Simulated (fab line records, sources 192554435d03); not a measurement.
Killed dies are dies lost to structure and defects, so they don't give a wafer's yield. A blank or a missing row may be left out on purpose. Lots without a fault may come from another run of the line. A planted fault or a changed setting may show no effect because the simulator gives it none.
Split-lot experiment | flow n5_finfet | 7 lots, 21 wafers read, on a route of 1938 steps

THE SPLIT
At N5_GATE_CUT_ETCH_58 (etches SiNx in CH3F/O2, target depth 17 nm, time 128.6 s), the setting bias_w was moved away from the recipe's 21 W on 10 of the 21 wafers read, by -17.8% to +12.5%. The other wafers ran this setting at the recipe's value.

The reading is taken at the split's own step.

THE READING
rf_vpp_V, in V, at N5_GATE_CUT_ETCH_58 (etches SiNx in CH3F/O2, target depth 17 nm, time 128.6 s). Fault-free wafers of this fab line usually give 99.2 V, standard deviation 1 V.

wafer  | tool, chamber at the split | bias_w as run, W | against the recipe | rf_vpp_V, V | against lot-mates on the recipe
L078.1 | rie_diel-03, 1             | 21               | recipe             | 99.9        | -
L078.4 | rie_diel-03, 3             | 21               | recipe             | 100.4       | -
L078.5 | rie_diel-03, 0             | 23.63            | +12.5%             | 107.6       | +7.4
L081.4 | rie_diel-06, 3             | 22.6             | +7.6%              | 105.4       | +6.2
L081.5 | rie_diel-06, 3             | 21               | recipe             | 99.2        | -
L081.6 | rie_diel-06, 2             | 22.6             | +7.6%              | 103.3       | +4.1
L082.1 | rie_diel-06, 0             | 21               | recipe             | 99.6        | -
L082.2 | rie_diel-06, 3             | 21               | recipe             | 99.9        | -
L082.6 | rie_diel-06, 3             | 21               | recipe             | 98.8        | -
L085.2 | rie_diel-01, 1             | 22.62            | +7.7%              | 104.6       | +4.0
L085.5 | rie_diel-01, 1             | 21               | recipe             | 100.6       | -
L085.6 | rie_diel-01, 2             | 22.62            | +7.7%              | 103.1       | +2.5
L090.1 | rie_diel-01, 2             | 21               | recipe             | 98.3        | -
L090.3 | rie_diel-01, 0             | 19.36            | -7.8%              | 94.2        | -4.1
L090.5 | rie_diel-01, 3             | 19.36            | -7.8%              | 93.8        | -4.5
L091.3 | rie_diel-03, 0             | 17.27            | -17.8%             | 88.6        | no lot-mate on the recipe
L091.4 | rie_diel-03, 3             | 17.27            | -17.8%             | 87.7        | no lot-mate on the recipe
L091.6 | rie_diel-03, 3             | 17.27            | -17.8%             | 89.6        | no lot-mate on the recipe
L094.1 | rie_diel-01, 3             | 21               | recipe             | 100.0       | -
L094.2 | rie_diel-01, 2             | 21               | recipe             | 99.2        | -
L094.4 | rie_diel-01, 1             | 21               | recipe             | 98.8        | -

THE FIT
A straight line over all 21 wafers: rf_vpp_V changes by +0.621 V for each +1% of bias_w; r = +0.99; the points scatter about the line by 0.79 V.
The same after taking each lot's own level away (the mean of its wafers on the recipe; 18 wafers): +0.562 V for each +1%; r = +0.97; scatter 0.75 V.
On that fit, the largest move of bias_w shifts the reading by 10 V.
The lots' own levels span 98.30 to 100.60 V, that is 2.3 times the standard deviation above.
So the lot-to-lot level changes the slope: the two fits differ.
Check: with one of the wafers moved furthest among these (+12.5%) left out of the fit, the line predicts +6.86 V for it against its lot-mates. It came out at +7.45 V against them.
Tool readings at the split's step, against how far the setting was moved: rf_vpp_V r = +0.99.

OTHER SPLITS ON THESE WAFERS
These wafers also went through other splits before the reading. Each is held against what the fit with the lots' levels taken away leaves over:
other split on the same wafers        | wafers away from the commonest value | r with rf_vpp_V (lot level and that fit taken away)
N5_HKMG_FIN_DEVELOP_48 develop_time_s | 4                                    | +0.05

THE FILE'S OWN FIT
rf_vpp_V changes by +0.573 V for each +1% of bias_w, r = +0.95.
